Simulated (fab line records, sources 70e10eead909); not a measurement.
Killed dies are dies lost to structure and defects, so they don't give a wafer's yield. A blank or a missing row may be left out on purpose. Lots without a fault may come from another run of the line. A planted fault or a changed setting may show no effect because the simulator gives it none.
Which tool did it? | flow nand_harc | 14 lots, 42 wafers sampled, at 5 steps of a route of 1159

WHAT THE GAUGES READ, wafer by wafer
NHARC_P_M2_INSPECT_27. Usual: raw_defect_count 318, standard deviation 130.
lot  | measured     | on                | raw_defect_count | flag
L210 | day 6 22:19  | defect_inspect-01 | 216 258 275      |
L211 | day 6 23:08  | defect_inspect-01 | 296 242 293      |
L213 | day 7 06:39  | defect_inspect-01 | 286 454 389      |
L212 | day 7 13:01  | defect_inspect-02 | 369 379 350      |
L216 | day 7 22:42  | defect_inspect-02 | 481 481 233      |
L217 | day 8 11:02  | defect_inspect-01 | 347 308 246      |
L222 | day 9 15:13  | defect_inspect-01 | 219 167 246      |
L226 | day 10 10:40 | defect_inspect-02 | 440 313 352      |
L225 | day 10 12:35 | defect_inspect-02 | 208 162 182      |
L227 | day 10 21:16 | defect_inspect-02 | 400 559 201      |
L228 | day 11 02:49 | defect_inspect-02 | 327 224 399      |
L230 | day 11 10:35 | defect_inspect-02 | 278 198 317      |
L231 | day 11 18:27 | defect_inspect-02 | 180 164 280      |
L232 | day 11 23:51 | defect_inspect-02 | 491 189 210      |

NHARC_A_ONON_D1_THK_MEAS_05: measures by ellipsometry. Usual: thk_nm 1003 nm, standard deviation 9.9.
lot  | measured     | on            | thk_nm (nm)    | flag
L210 | day 8 03:34  | film_metro-01 | 979 979 981    |
L211 | day 8 03:34  | film_metro-02 | 1001 1000 999  |
L213 | day 8 11:03  | film_metro-01 | 1019 1016 1018 |
L212 | day 8 18:35  | film_metro-02 | 1019 1020 1021 |
L216 | day 9 02:37  | film_metro-02 | 1000 1002 1001 |
L217 | day 9 14:32  | film_metro-01 | 993 995 991    |
L222 | day 10 20:24 | film_metro-02 | 1006 1006 1006 |
L226 | day 11 16:05 | film_metro-01 | 1015 1013 1013 |
L225 | day 11 16:05 | film_metro-02 | 989 990 992    |
L227 | day 12 03:57 | film_metro-01 | 1000 1001 999  |
L228 | day 12 09:29 | film_metro-02 | 1004 1005 1005 |
L230 | day 12 15:02 | film_metro-02 | 1001 1003 1003 |
L231 | day 12 23:58 | film_metro-02 | 998 997 998    |
L232 | day 13 06:01 | film_metro-02 | 1008 1007 1007 |

NHARC_END_SORT_01. Usual: killed_at_array 29, standard deviation 11; killed_at_other 0.7, standard deviation 1.1; killed_at_periphery 2.9, standard deviation 2.2; killed_dies 33, standard deviation 11; killed_open 3.1, standard deviation 1.8; killed_short 1.9, standard deviation 1.4.
lot  | measured     | on        | killed_at_array | killed_at_other | killed_at_periphery | killed_dies | killed_open | killed_short | flag
L212 | day 20 14:42 | prober-02 | 25 20 29        | 0 0 0           | 4 3 3               | 29 23 32    | 5 5 5       | 3 1 3        |
L217 | day 21 09:10 | prober-01 | 29              | 1               | 1                   | 31          | 5           | 2            |
L222 | day 22 01:51 | prober-02 | 29 39 38        | 1 1 0           | 3 2 4               | 33 42 42    | 2 1 2       | 0 4 0        |

WHICH TOOL RAN EACH LOT (tool, then ch and the chambers of the sampled wafers, then the start)
lot  | NHARC_P_BONDPAD_PVD_27                  | NHARC_A_ZERO_WELL_IMPLANT_15
L210 | pvd_sputter-03, day 7 05:08 or earlier  | implanter-01 ch 0, day 7 05:08
L211 | pvd_sputter-03, day 7 06:11 or earlier  | implanter-01 ch 0, day 7 06:11
L213 | pvd_sputter-01, day 7 13:22 or earlier  | implanter-02 ch 0, day 7 13:22
L212 | pvd_sputter-03, day 7 19:52 or earlier  | implanter-02 ch 0, day 7 19:52
L216 | pvd_sputter-03, day 8 06:19 or earlier  | implanter-01 ch 0, day 8 06:19
L217 | pvd_sputter-03, day 8 17:58 or earlier  | implanter-01 ch 0, day 8 17:58
L222 | pvd_sputter-01, day 9 22:59 or earlier  | implanter-01 ch 0, day 9 22:59
L226 | pvd_sputter-02, day 10 17:31 or earlier | implanter-02 ch 0, day 10 17:31
L225 | pvd_sputter-02, day 10 19:13 or earlier | implanter-02 ch 0, day 10 19:13
L227 | pvd_sputter-03, day 11 05:43 or earlier | implanter-01 ch 0, day 11 05:43
L228 | pvd_sputter-01, day 11 09:46 or earlier | implanter-02 ch 0, day 11 09:46
L230 | pvd_sputter-03, day 11 17:24 or earlier | implanter-02 ch 0, day 11 17:24
L231 | pvd_sputter-01, day 12 01:59 or earlier | implanter-01 ch 0, day 12 01:59
L232 | pvd_sputter-01, day 12 06:34 or earlier | implanter-02 ch 0, day 12 06:34
- NHARC_P_BONDPAD_PVD_27: deposits Cu, target thk 30 nm, time 20.49 s.
- NHARC_A_ZERO_WELL_IMPLANT_15

WHAT THE TOOLS THEMSELVES READ (means of the sampled wafers that have a number; where no wafer has one, the mark that the record gives instead)
NHARC_P_BONDPAD_PVD_27. Usual: throttle_valve_pct 29.8 %, standard deviation 1.5.
lot  | tool           | throttle_valve_pct (%) | flag
L210 | pvd_sputter-03 | 30.5                   |
L211 | pvd_sputter-03 | 30.3                   |
L213 | pvd_sputter-01 | 30.6                   |
L212 | pvd_sputter-03 | 29.8                   |
L216 | pvd_sputter-03 | 29.0                   |
L217 | pvd_sputter-03 | 29.8                   |
L222 | pvd_sputter-01 | 29.6                   |
L226 | pvd_sputter-02 | 29.9                   |
L225 | pvd_sputter-02 | 30.1                   |
L227 | pvd_sputter-03 | 29.8                   |
L228 | pvd_sputter-01 | 29.8                   |
L230 | pvd_sputter-03 | 30.3                   |
L231 | pvd_sputter-01 | 29.7                   |
L232 | pvd_sputter-01 | 29.6                   |

THE ANSWER, worked out from the rows above alone
Rule: a lot is off if the mean of its wafers that have a number lies more than 3 standard deviations from the usual mean. A lot without any number at a reading at which 4 lots or more have one is off too. The other lots that the step has rows for count as sound. The gauges are gone through in route order, then the tools' own readings, and for those a lot's mean is taken as printed above. The first step at which some lot is off is used, and at that step the reading that is off furthest; a lot without a number counts as furthest.
No lot is off at any reading shown: from this, nothing can be told.

WHAT THE SIMULATOR HAD PUT IN
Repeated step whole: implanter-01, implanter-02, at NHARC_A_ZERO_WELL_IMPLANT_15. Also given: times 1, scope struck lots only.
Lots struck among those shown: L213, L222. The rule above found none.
